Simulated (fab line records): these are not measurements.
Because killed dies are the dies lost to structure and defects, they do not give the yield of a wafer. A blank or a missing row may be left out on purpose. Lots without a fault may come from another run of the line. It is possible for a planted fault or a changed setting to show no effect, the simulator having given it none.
Matching of chambers / flow nandHarc / NHARC_P_M0_DEP_32 on pecvd-02: 3 sister chambers
The step deposits SiCN, target thk 30 nm. 6 wafers are shown with their chamber, then 7 later ones without.

WAFERS, EACH WITH ITS CHAMBER
wafer=L078.5; chamber=1; heaterPowerW (W)=642
wafer=L083.3; chamber=2; heaterPowerW (W)=699
wafer=L083.5; chamber=1; heaterPowerW (W)=615
wafer=L083.6; chamber=2; heaterPowerW (W)=703
wafer=L093.2; chamber=0; heaterPowerW (W)=502
wafer=L093.4; chamber=0; heaterPowerW (W)=499

WAFERS WHOSE CHAMBER IS MISSING
wafer=L093.5; heaterPowerW (W)=602
wafer=L096.1; heaterPowerW (W)=573
wafer=L096.3; heaterPowerW (W)=656
wafer=L096.5; heaterPowerW (W)=592
wafer=L094.3; heaterPowerW (W)=464
wafer=L094.4; heaterPowerW (W)=691
wafer=L094.5; heaterPowerW (W)=471

EACH ONE'S CHAMBER
wafer=L093.5; from the rows above=1; in truth=1
wafer=L096.1; from the rows above=can't be placed: 1 or 0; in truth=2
wafer=L096.3; from the rows above=can't be placed: 1 or 2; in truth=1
wafer=L096.5; from the rows above=1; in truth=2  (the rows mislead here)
wafer=L094.3; from the rows above=0; in truth=0
wafer=L094.4; from the rows above=2; in truth=2
wafer=L094.5; from the rows above=0; in truth=0
4 of 7 placed correctly. Cannot be placed on the basis of these rows: 2; the candidates contain the true chamber in 1. 1 placed wrongly.
How it was worked out, from the rows above alone: a wafer's distance from a chamber is the root of the sum, over the readings, of the square of ((its reading less the chamber's mean) divided by the reading's scatter). If the next closest chamber is less than 2 further off than the closest, the wafer can't be placed; otherwise it belongs to the closest. A chamber's mean is the mean of its shown wafers. How the scatter is found: for the shown wafers, subtract from each reading the mean of its chamber, square and add these, divide the total by (wafers less chambers), then take the root.
